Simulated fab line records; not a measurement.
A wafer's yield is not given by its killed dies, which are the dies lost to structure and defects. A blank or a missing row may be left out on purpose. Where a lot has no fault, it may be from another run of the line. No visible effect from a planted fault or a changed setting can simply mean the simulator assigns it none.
Chamber matching + flow n5 finfet + N5_BEOL_M7_ETCH_65 on rie diel-06: 4 sister chambers
The step etches SiARC in CF4, target depth 15.6 nm, time 26 s. 4 wafers are shown with their chamber, then 10 later ones without.

== WAFERS, EACH WITH ITS CHAMBER ==
| wafer  | chamber | drypump motor current A (A) |
|--------|---------|-----------------------------|
| L082.1 | 0       | 5.0                         |
| L090.6 | 3       | 4.8                         |
| L092.1 | 2       | 5.6                         |
| L092.3 | 1       | 6.3                         |

== WAFERS WITHOUT THEIR CHAMBER ==
| wafer  | drypump motor current A (A) |
|--------|-----------------------------|
| L092.4 | 5.0                         |
| L095.3 | 6.3                         |
| L095.4 | 5.6                         |
| L095.6 | 5.7                         |
| L091.1 | 6.3                         |
| L091.5 | 5.6                         |
| L091.6 | 6.3                         |
| L094.2 | 5.6                         |
| L094.4 | 4.8                         |
| L094.6 | 6.3                         |

== WHICH CHAMBER EACH WENT THROUGH ==
| wafer  | from the rows above | in truth |
|--------|---------------------|----------|
| L092.4 | 0                   | 0        |
| L095.3 | 1                   | 1        |
| L095.4 | 2                   | 2        |
| L095.6 | 2                   | 2        |
| L091.1 | 1                   | 1        |
| L091.5 | 2                   | 2        |
| L091.6 | 1                   | 1        |
| L094.2 | 2                   | 2        |
| L094.4 | 3                   | 3        |
| L094.6 | 1                   | 1        |
Placed correctly: 10 of 10. Can't be placed from these rows: 0. Wrongly placed: 0.
How it was worked out, from the rows above alone: a wafer's distance from a chamber is the root of the sum, over the readings, of the square of ((its reading less the chamber's mean) divided by the reading's scatter). The wafer belongs to the nearest chamber; if the next one is less than 2 further off, it can't be placed. A chamber's mean is the mean of its shown wafers. The scatter: root of mean squared gap, hidden wafer to nearest shown wafer, with one shown wafer a chamber.
